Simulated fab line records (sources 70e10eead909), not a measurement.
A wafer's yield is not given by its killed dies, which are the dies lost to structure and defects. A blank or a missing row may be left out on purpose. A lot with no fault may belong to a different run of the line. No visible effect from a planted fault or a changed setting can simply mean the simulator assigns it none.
Comparing a struck lot with a sound one -- flow nandHarc -- 14 steps out of a route of 1302
Sound: these wafers, L915.2, L915.5, L915.6. Struck: wafer L925.2. (L925.4 of the same lot was not struck and is left out.) The cause comes at the end.
For every step that has rows: the tool of each side, followed by ch and its chambers, followed by its first start. Under that, the readings that differ: sound wafers -- struck wafers -- difference of the means -- sigmas: that difference in standard deviations of wafers without a fault.
alike: words and numbers the same on both sides, and readings whose means are apart by under 2 such deviations; not compared: readings that were withheld, readings missing a value for some wafer, numbers with overlapping values and no deviation given by the record, and bounds like >300 which may hide the same value.
A row with sigmas, a row that says differs or no value, or rows on one side alone: a step with any of these is where the two part. Numbers that don't overlap but have no deviation are shown without sigmas and don't part them. A reading missing from all wafers of one side parts the sides only when that side holds two or more wafers.

first, 6 steps without rows for these wafers: NHARC_A_STAIRCASE_EXPOSE_214 (exposes mask STAIR 3); NHARC_A_STAIRCASE_PEB_215 (peb time 130 s); NHARC_A_STAIRCASE_DEVELOP_216 (time 140 s); NHARC_A_STAIRCASE_HARDBAKE_218 (time 140 s); NHARC_A_STAIRCASE_DESCUM_219 (chemistry O2, time 3 s); NHARC_A_STAIRCASE_TRIM_220 (chemistry O2, time 211.2 s).
NHARC_A_STAIRCASE_ETCH_221: etches the open film in C4F8/O2, target depth 100 nm, time 40.5 s.
  sound on rieDiel-03 ch 1,2; struck on rieDiel-12 ch 3
  alike: oesProductAu, rfVppV
  not compared: rfHoursCounterH
NHARC_A_STAIRCASE_TRIM_222: chemistry O2, time 211.2 s.
  sound on rieDiel-03 ch 1,2; struck on rieDiel-12 ch 1
reading,sound,struck,difference,sigmas
drypumpMotorCurrentA (A),5.2 5.2 5.0,6.3,+1.2,+2
  alike: oesProductAu, rfVppV, runLengthS, showerheadPlenumPTorr, throttleValvePct
  not compared: rfHoursCounterH
NHARC_A_STAIRCASE_ETCH_223: etches the open film in C4F8/O2, target depth 100 nm, time 40.5 s.
  sound on rieDiel-03 ch 0,2,3; struck on rieDiel-12 ch 3
  alike: oesProductAu, rfVppV
  not compared: rfHoursCounterH
NHARC_A_STAIRCASE_TRIM_224: chemistry O2, time 211.2 s.
  sound on rieDiel-03 ch 2,3; struck on rieDiel-12 ch 0
  alike: drypumpMotorCurrentA, oesProductAu, rfVppV, runLengthS, showerheadPlenumPTorr, throttleValvePct
  not compared: rfHoursCounterH
NHARC_A_STAIRCASE_ETCH_225: etches the open film in C4F8/O2, target depth 100 nm, time 40.5 s.
  sound on rieDiel-03 ch 0,1; struck on rieDiel-12 ch 2
  alike: oesProductAu, rfVppV
  not compared: rfHoursCounterH
NHARC_A_STAIRCASE_TRIM_226: chemistry O2, time 211.2 s.
  sound on rieDiel-03 ch 1,2, day 16 16:44; struck on rieDiel-12 ch 0, day 20 14:37
reading,sound,struck,difference,sigmas
drypumpMotorCurrentA (A),5.2 5.2 5.0,6.2,+1.1,+2
runLengthS (s),232.23 232.11 232.25,171.54,-60.66,-99 or more
  alike: oesProductAu, rfVppV, showerheadPlenumPTorr, throttleValvePct
  not compared: rfHoursCounterH
then, 1 step without rows for these wafers: NHARC_A_STAIRCASE_ETCH_227 (etches the open film in C4F8/O2, target depth 100 nm, time 40.5 s).
-- the record jumps here: 9 days lie between the struck wafers' starts before and after (it left off in module A_STAIRCASE and takes up again in module END, whose first step shown is number 1302 of the route) --
NHARC_END_SORT_01:
  only the struck wafers appear in the record here, on prober-01 ch 0 at day 29 04:38; the sound ones have no rows

## WHERE THEY PART
First at NHARC_A_STAIRCASE_TRIM_222; last, within this record, at NHARC_END_SORT_01.

WHY: what had been put in by the simulator
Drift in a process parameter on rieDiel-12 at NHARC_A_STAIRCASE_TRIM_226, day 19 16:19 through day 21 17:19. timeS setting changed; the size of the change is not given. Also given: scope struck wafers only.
